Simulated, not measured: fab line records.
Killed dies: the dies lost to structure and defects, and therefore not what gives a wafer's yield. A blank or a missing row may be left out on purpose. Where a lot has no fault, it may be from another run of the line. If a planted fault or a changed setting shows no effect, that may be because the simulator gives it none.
fab line records -- flow nand-harc
[record] lots = 6, wafers = 18, last-day = 32
route steps=1302 shown A_CHANNEL_FILL_D2@616 END@1302
lots that met no fault: taken from a fault-free run of the same line
start-h: start of the lot's first displayed wafer, in hours after the record's first day -- wait-h: hours from the lot's prior step to this one -- " as in the row above -- L1.1+2: a single row standing in for several wafers -- - value missing, or start not given -- * or withheld: withheld -- < > ~ a bound
route shown NAME@n: a module of which the file shows steps, and the number in the route of the first -- usual: average and standard deviation across the fault-free wafers -- same: alike in all rows -- chamber/n: place in a boat -- sites: each site's reading -- _std_site: their standard deviation -- _edge_site: mean of outer sites minus mean of inner sites -- radius-mm: for every site, how far away it sits from the centre of the wafer -- mask NAME#n: copy n -- behind: tool/chamber where the wafer was last shaped -- hold: the reason the lot was held/the length of the hold in hours/how it ended -- device: whichever transistor did not switch (one of n, p or np) -- end of line: tests run on the same wafers once the route is complete -- step lacking rows: just its recipe -- killed: at the first sort, the dies lost to defects and structure; wafer yield is something else -- map: shows each die of a wafer: x if killed, . if not, _ if none is there
set.NAME: the setting the step ran with; set.NAME@STEP: the setting that earlier step ran with -- model.NAME: the simulator's own value behind a step, which no gauge read
certain route steps with their lots: each step a table, each wafer a row
services: from which hour (start-h, from the record's first day; less than 0 if before it) a tool's chamber was out of use, for how many hours, and why
[[steps]]
[step NHARC_A_CHANNEL_FILL_D2_ALD_16]
[recipe] target-thk-a = 15, pulse-time-s = 10, ald-cycles = 15, temp-c = 300, material = SiO2
[usual] heater-power-outer-w = 252/22, heater-power-w = 449/35, precursor-pulse-height-rel = 1.001/0.019
lot.wafer,tool,chamber,start-h,wait-h,heater-power-outer-w,heater-power-w,precursor-pulse-height-rel
L128.2,ald-hk-02,2,374.28,0.1,260,471,0.974
L128.4,ald-hk-02,3,374.28,0.1,258,467,0.983
L128.5,ald-hk-02,0,374.28,0.1,228,441,1.016
L130.1,ald-hk-02,1,397.35,0.1,259,459,1.022
L130.3,ald-hk-02,2,397.35,0.1,261,469,1.012
L130.5,ald-hk-02,0,397.35,0.1,231,437,1.012
L133.2,ald-hk-03,2,430.36,0.0,266,474,1.022
L133.3,ald-hk-03,3,430.36,0.0,261,454,1.015
L133.4,ald-hk-03,0,430.36,0.0,274,484,1.001
L138.1,ald-hk-03,2,477.40,0.2,269,457,1.023
L138.6,ald-hk-03,0,477.40,0.2,286,487,1.001
L138.5,ald-hk-03,1,477.40,0.2,207,393,0.971
L141.4,ald-hk-02,3,505.99,0.0,258,477,0.986
L141.2,ald-hk-02,0,505.99,0.0,229,437,1.003
L141.5,ald-hk-02,0,505.99,0.0,228,441,1.017
L143.4,ald-hk-03,3,521.28,0.1,266,433,1.016
L143.1,ald-hk-03,0,521.28,0.1,289,503,1.011
L143.6,ald-hk-03,3,521.28,0.1,264,445,0.995
[step NHARC_A_CHANNEL_FILL_D2_ANNEAL_17]
[recipe] temp-c = 850, time-s = 1800
[step NHARC_A_CHANNEL_FILL_D2_CVD_18]
[recipe] target-thk-a = 30, temp-c = 550, material = poly-Si
[step NHARC_A_CHANNEL_FILL_D2_ETCHBACK_19]
[recipe] target-depth-a = 50, time-s = 1.7, hbr-flow-sccm = 150, cl2-flow-sccm = 50, rf-w = 400, icp-w = 400, bias-w = 100, chemistry = HBr/Cl2
[step NHARC_A_CHANNEL_FILL_D2_ETCHBACK_20]
[recipe] target-depth-a = 270, time-s = 13.5, c4f8-flow-sccm = withheld, o2-flow-sccm = 8, ar-flow-sccm = withheld, rf-w = 600, bias-w = 1500, chemistry = C4F8/O2/Ar
[usual] oes-product-au = 0.991/0.027, rf-vpp-V = 981/6.5
lot.wafer,tool,chamber,start-h,wait-h,oes-product-au,rf-hours-counter-h,rf-vpp-V
L128.4,rie-diel-07,3,386.85,-,1.012,3,990
L128.2,rie-diel-07,2,386.85,-,1.002,3,987
L128.5,rie-diel-07,3,386.85,-,1.001,-,988
L130.1,rie-diel-12,2,408.92,-,0.996,5,980
L130.3,rie-diel-12,3,408.92,-,1.003,5,980
L130.5,rie-diel-12,3,408.92,-,1.008,-,979
L133.4,rie-diel-12,0,439.83,-,0.990,5,971
L133.2,rie-diel-12,1,439.83,-,1.009,4,987
L133.3,rie-diel-12,2,439.83,-,0.988,6,980
L138.1,rie-diel-12,0,489.42,-,0.986,1,971
L138.6,rie-diel-12,2,489.42,-,1.004,-,980
L138.5,rie-diel-12,3,489.42,-,0.996,-,980
L141.2,rie-diel-07,3,518.22,-,1.022,1,988
L141.4,rie-diel-07,2,518.22,-,0.952,1,987
L141.5,rie-diel-07,0,518.22,-,1.016,-,983
L143.1,rie-diel-12,3,533.37,-,0.954,3,979
L143.4,rie-diel-12,1,533.37,-,0.934,2,984
L143.6,rie-diel-12,3,533.37,-,0.953,-,981
[step NHARC_A_CHANNEL_FILL_D2_STRIP_28]
[recipe] time-s = 20, o2-flow-sccm = 500, ar-flow-sccm = 0, bias-w = 0, chemistry = O2
[usual] drypump-motor-current-A = 5.5/0.32, mfc-ar-sccm = 0.015/0.012, oes-product-au = 1.002/0.014, rf-vpp-V = 57.9/0.78, showerhead-plenum-p-Torr = 3.60/0.15, throttle-valve-pct = 17.037/0.0086
lot.wafer,tool,chamber,start-h,wait-h,drypump-motor-current-A,mfc-ar-sccm,oes-product-au,rf-hours-counter-h,rf-vpp-V,showerhead-plenum-p-Torr,throttle-valve-pct
L128.4,rie-diel-07,2,386.94,0.1,5.3,0.024,1.004,3,57.6,3.75,17.020
L128.2,rie-diel-07,1,386.94,0.1,5.2,0,1.000,2,57.5,3.61,17.026
L128.5,rie-diel-07,2,386.94,0.1,5.3,0.024,0.997,-,57.5,3.75,17.047
L130.1,rie-diel-12,3,409.01,0.1,5.7,0.020,0.990,5,57.8,3.57,17.044
L130.3,rie-diel-12,0,409.01,0.1,5.0,0,0.997,5,57.2,3.36,17.039
L130.5,rie-diel-12,0,409.01,0.1,5.0,0,0.999,-,57.5,3.36,17.051
L133.4,rie-diel-12,2,439.93,0.1,5.9,0.012,0.996,6,57.4,3.59,17.044
L133.2,rie-diel-12,3,439.93,0.1,5.7,0.020,0.997,6,57.3,3.57,17.029
L133.3,rie-diel-12,0,439.93,0.1,5.0,0,0.998,5,56.6,3.36,17.032
L138.1,rie-diel-12,1,489.50,0.1,5.6,0.004,0.998,1,57.9,3.70,17.042
L138.5,rie-diel-12,0,489.50,0.1,5.0,0,0.991,-,58.1,3.36,17.043
L138.6,rie-diel-12,1,489.50,0.1,5.6,0.004,1.005,-,58.7,3.70,17.039
L141.2,rie-diel-07,1,518.31,0.1,5.1,0,1.009,1,57.3,3.61,17.035
L141.4,rie-diel-07,2,518.31,0.1,5.3,0.024,0.985,1,58.5,3.75,17.041
L141.5,rie-diel-07,1,518.31,0.1,5.2,0,1.000,-,57.0,3.61,17.036
L143.1,rie-diel-12,0,533.45,0.1,5.0,0,0.991,3,58.0,3.36,17.042
L143.4,rie-diel-12,3,533.45,0.1,5.7,0.020,1.007,3,57.6,3.57,17.056
L143.6,rie-diel-12,0,533.45,0.1,5.0,0,0.993,-,57.6,3.36,17.045
[step NHARC_A_CHANNEL_FILL_D2_PRECLEAN_21]
[recipe] time-s = 30, chemistry = dHF
[step NHARC_A_CHANNEL_FILL_D2_SRD_23]
[step NHARC_A_CHANNEL_FILL_D2_CVD_05]
[recipe] target-thk-a = 50, temp-c = 550, material = poly-Si
[step NHARC_A_CHANNEL_FILL_D2_ANNEAL_22]
[recipe] temp-c = 620, time-s = 7200
[step NHARC_A_CHANNEL_FILL_D2_ALD_25]
[recipe] target-thk-a = 600, pulse-time-s = 10, ald-cycles = 600, temp-c = 300, material = SiOx
[usual] heater-power-outer-w = 252/23, heater-power-w = 447/37, precursor-pulse-height-rel = 1.000/0.019
lot.wafer,tool,chamber,start-h,wait-h,heater-power-outer-w,heater-power-w,precursor-pulse-height-rel
L128.2,ald-hk-01,0,401.87,0.1,232,399,1.032
L128.4,ald-hk-01,1,401.87,0.1,276,470,0.982
L128.5,ald-hk-01,0,404.36,2.5,232,393,0.974
L130.1,ald-hk-02,0,422.22,0.1,227,434,1.015
L130.3,ald-hk-02,1,422.22,0.1,256,464,0.984
L130.5,ald-hk-02,1,425.31,3.1,257,454,1.011
L133.4,ald-hk-02,1,452.10,0.0,253,472,1.023
L133.3,ald-hk-02,2,452.10,0.0,267,474,1.011
L133.2,ald-hk-02,0,453.96,1.9,231,438,0.989
L138.1,ald-hk-03,1,503.06,1.3,210,386,0.983
L138.5,ald-hk-03,3,504.31,2.5,262,449,0.976
L138.6,ald-hk-03,0,504.31,2.5,277,489,1.003
L141.2,ald-hk-01,2,531.81,0.7,252,440,1.017
L141.4,ald-hk-01,3,531.81,0.7,219,372,1.000
L141.5,ald-hk-01,1,533.68,2.5,292,490,1.001
L143.1,ald-hk-03,1,547.02,0.1,204,383,0.985
L143.4,ald-hk-03,3,548.24,1.3,253,445,1.019
L143.6,ald-hk-03,2,550.09,3.1,274,468,1.016
[step NHARC_A_CHANNEL_FILL_D2_ETCHBACK_08]
[recipe] target-depth-a = 2200, time-s = 110, c4f8-flow-sccm = 20, ar-flow-sccm = withheld, rf-w = 600, bias-w = 300, chemistry = C4F8
[usual] oes-product-au = 0.96/0.039, rf-vpp-V = 442.2/2.8
lot.wafer,tool,chamber,start-h,wait-h,oes-product-au,rf-hours-counter-h,rf-vpp-V
L128.2,rie-diel-07,3,407.50,-,0.93,4,446.5
L128.4,rie-diel-07,0,407.50,-,0.95,4,442.0
L128.5,rie-diel-07,3,407.50,-,0.94,-,444.8
L130.1,rie-diel-07,3,427.79,-,1.23,4,446.0
L130.3,rie-diel-07,2,427.79,-,1.21,4,443.3
L130.5,rie-diel-07,0,427.79,-,1.00,-,443.0
L133.2,rie-diel-07,3,457.67,-,0.99,5,446.0
L133.3,rie-diel-07,0,457.67,-,1.25,5,443.3
L133.4,rie-diel-07,2,457.67,-,0.99,5,445.2
L138.1,rie-diel-12,2,507.41,-,0.92,1,442.4
L138.6,rie-diel-12,1,507.41,-,0.93,-,442.8
L138.5,rie-diel-12,2,507.41,-,0.93,-,441.1
L141.4,rie-diel-07,0,536.79,-,0.92,2,443.4
L141.2,rie-diel-07,2,536.79,-,0.90,1,445.6
L141.5,rie-diel-07,0,536.79,-,0.93,-,442.0
L143.4,rie-diel-12,2,552.57,-,0.93,3,440.9
L143.1,rie-diel-12,0,552.57,-,0.90,3,436.4
L143.6,rie-diel-12,2,552.57,-,0.93,-,441.2
[step NHARC_A_CHANNEL_FILL_D2_STRIP_29]
[recipe] time-s = 20, o2-flow-sccm = 500, ar-flow-sccm = 0, bias-w = 0, chemistry = O2
[usual] drypump-motor-current-A = 5.5/0.31, mfc-ar-sccm = 0.016/0.012, oes-product-au = 1.004/0.014, rf-vpp-V = 58.1/0.91, showerhead-plenum-p-Torr = 3.61/0.15, throttle-valve-pct = 17.037/0.0091
lot.wafer,tool,chamber,start-h,wait-h,drypump-motor-current-A,mfc-ar-sccm,oes-product-au,rf-hours-counter-h,rf-vpp-V,showerhead-plenum-p-Torr,throttle-valve-pct
L128.4,rie-diel-07,0,-,-,5.3,0.036,1.024,4,57.3,3.67,17.041
L128.2,rie-diel-07,2,-,-,5.4,0.024,0.992,4,57.4,3.75,17.029
L128.5,rie-diel-07,0,-,-,5.4,0.036,1.015,-,58.3,3.67,17.042
L130.3,rie-diel-07,3,-,-,5.5,0.027,0.997,4,58.3,3.78,17.041
L130.1,rie-diel-07,2,-,-,5.3,0.024,0.985,4,59.9,3.75,17.039
L130.5,rie-diel-07,0,-,-,5.3,0.036,1.019,-,58.9,3.67,17.029
L133.3,rie-diel-07,0,-,-,5.3,0.036,1.018,5,57.9,3.67,17.033
L133.4,rie-diel-07,1,-,-,5.1,0,1.004,4,58.6,3.61,17.044
L133.2,rie-diel-07,2,-,-,5.3,0.024,1.008,5,58.4,3.75,17.053
L138.1,rie-diel-12,2,-,-,5.9,0.012,0.995,2,59.1,3.59,17.030
L138.5,rie-diel-12,1,-,-,5.7,0.004,0.994,-,59.0,3.70,17.041
L138.6,rie-diel-12,2,-,-,5.9,0.012,0.999,-,57.7,3.59,17.014
L141.4,rie-diel-07,1,-,-,5.2,0,0.995,2,57.7,3.61,17.059
L141.2,rie-diel-07,0,-,-,5.3,0.036,0.994,2,58.1,3.67,17.027
L141.5,rie-diel-07,1,-,-,5.1,0,0.985,-,59.8,3.61,17.030
L143.1,rie-diel-12,3,-,-,5.7,0.020,1.000,3,57.7,3.57,17.040
L143.4,rie-diel-12,2,-,-,5.9,0.012,1.018,3,57.8,3.59,17.032
L143.6,rie-diel-12,0,-,-,5.0,0,0.983,-,56.8,3.36,17.035
[step NHARC_END_SORT_01]
[recipe] temp-c = 25
[usual] killed-at-array = 54/17, killed-at-other = 0.7/1, killed-at-periphery = 3.7/2.9, killed-dies = 58/16, killed-open = 3.2/1.9, killed-short = 2.2/1.5
[same] gross-dies = 677
lot.wafer,tool,chamber,start-h,wait-h,killed-at-array,killed-at-other,killed-at-periphery,killed-dies,killed-open,killed-short
L143.1,prober-01,0,773.20,2.5,38,1,5,44,9,2
L143.4,prober-01,0,775.60,3.4,43,3,7,53,2,0
L143.6,prober-01,0,777.19,4.0,36,3,2,41,1,5
// killed by level:class
L143.1 A_CHANNEL_HOLE_D2:chamber-film-flake=12 A_SLIT:chamber-film-flake=8 A_CONTACT:chamber-film-flake=4 A_CHANNEL_HOLE_D2:geometric-particle:open=3 A_CHANNEL_HOLE_D1:chamber-film-flake=3 P_STI:geometric-particle:open=1 P_M0:geometric-particle:open=1 P_M2:geometric-particle:short=1
L143.4 A_CHANNEL_HOLE_D2:chamber-film-flake=27 A_SLIT:chamber-film-flake=7 A_CONTACT:chamber-film-flake=6 P_ZERO_WELL:chamber-film-flake=3 THIN_TSV:chamber-film-flake=3 P_CONTACT:geometric-particle:open=1 P_M0:geometric-particle:open=1 P_STI:chamber-film-flake=1
L143.6 A_CHANNEL_HOLE_D2:chamber-film-flake=14 A_SLIT:chamber-film-flake=8 A_CONTACT:chamber-film-flake=6 A_M0:geometric-particle:short=2 A_CHANNEL_HOLE_D1:unspecified=2 THIN_TSV:chamber-film-flake=2 A_ZERO_WELL:chamber-film-flake=1 A_CHANNEL_FILL_D1:geometric-particle:short=1
[[services]]
tool,chamber,start-h,hours,kind
rie-diel-12,0,350.90,-,clean
rie-diel-12,1,350.90,-,clean
rie-diel-12,2,350.90,-,clean
rie-diel-12,3,350.90,-,clean
rie-diel-07,0,352.20,-,clean
rie-diel-07,1,352.20,-,clean
rie-diel-07,2,352.20,-,clean
rie-diel-07,3,352.20,-,clean
rie-diel-07,-,374.61,1.8,repair
rie-diel-12,0,375.40,-,clean
rie-diel-12,1,375.40,-,clean
rie-diel-12,2,375.40,-,clean
rie-diel-12,3,375.40,-,clean
rie-diel-12,0,399.90,-,clean
rie-diel-12,1,399.90,-,clean
rie-diel-12,2,399.90,-,clean
rie-diel-12,3,399.90,-,clean
rie-diel-07,0,400.70,-,clean
rie-diel-07,1,400.70,-,clean
ald-hk-03,-,427.00,0.8,repair
rie-diel-12,-,445.40,9.0,pm
rie-diel-07,0,464.01,7.4,repair
rie-diel-07,-,471.20,9.0,pm
rie-diel-12,-,520.04,0.2,repair
[[key]]
[first-sign] step = NHARC_A_CHANNEL_FILL_D2_ETCHBACK_08, reading = oes-product-au, direction = up, sigmas = 6.9, usual = 0.96, struck = 1.23
effect none on later readings
met-at NHARC_A_CHANNEL_FILL_D2_ETCHBACK_08
struck-wafers L130.1,L130.3,L133.3
tester-left-out L130,L133
onset-between 407.50 427.79
[fault] kind = process-parameter-drift, tool = rie-diel-07, chamber = -, onset-h = 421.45, steps = NHARC_A_CHANNEL_FILL_D2_ETCHBACK_08, channel = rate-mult, offset = 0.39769, shape = step, end-h = 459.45, scope = struck-wafers-only
// tester-left-out: of these lots the tester's yield and bins aren't shown, on N5 and GAA mostly nor the transistor test; their killed dies are dies lost to structure and defects alone, not to doping, threshold or leakage, so they don't give the yield
